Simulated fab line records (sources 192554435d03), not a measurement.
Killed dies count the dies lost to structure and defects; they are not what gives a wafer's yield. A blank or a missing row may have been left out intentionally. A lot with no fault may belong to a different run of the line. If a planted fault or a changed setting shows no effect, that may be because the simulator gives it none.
Chamber matching -- flow n5 finfet -- N5_PMOS_HMC_CHANNEL_EPI_ETCH_32 on rie diel-02: 4 sister chambers
The step etches BARC in N2/H2, stops on SiO2, target depth 85.8 nm, time 50.3 s. 7 wafers are shown with their chamber, then 7 later ones without.

== WAFERS WITH THEIR CHAMBER ==
wafer,chamber,drypump motor current A (A),showerhead plenum p Torr (Torr)
L074.3,1,6.3,2.70
L085.4,0,5.4,2.62
L087.3,0,5.4,2.61
L087.4,2,5.5,2.47
L087.6,3,5.5,2.55
L090.1,2,5.5,2.46
L090.2,3,5.6,2.55

== WAFERS WITH NO CHAMBER GIVEN ==
wafer,drypump motor current A (A),showerhead plenum p Torr (Torr)
L090.3,6.3,2.69
L091.1,5.4,2.61
L091.4,6.3,2.69
L091.6,5.4,2.61
L096.1,5.5,2.46
L096.2,6.3,2.69
L096.5,5.5,2.46

== EACH ONE'S CHAMBER ==
wafer,from the rows above,in truth
L090.3,1,1
L091.1,0,0
L091.4,1,1
L091.6,0,0
L096.1,2,2
L096.2,1,1
L096.5,2,2
7 of 7 placed correctly. Left unplaced by these rows: 0. 0 placed wrongly.
How it was worked out, from the rows above alone: a wafer's distance from a chamber is the root of the sum, over the readings, of the square of ((its reading less the chamber's mean) divided by the reading's scatter). If the next closest chamber is less than 2 further off than the closest, the wafer can't be placed; otherwise it belongs to the closest. The mean given for a chamber averages the wafers shown for that chamber. How the scatter is found: for the shown wafers, subtract from each reading the mean of its chamber, square and add these, divide the total by (wafers less chambers), then take the root.
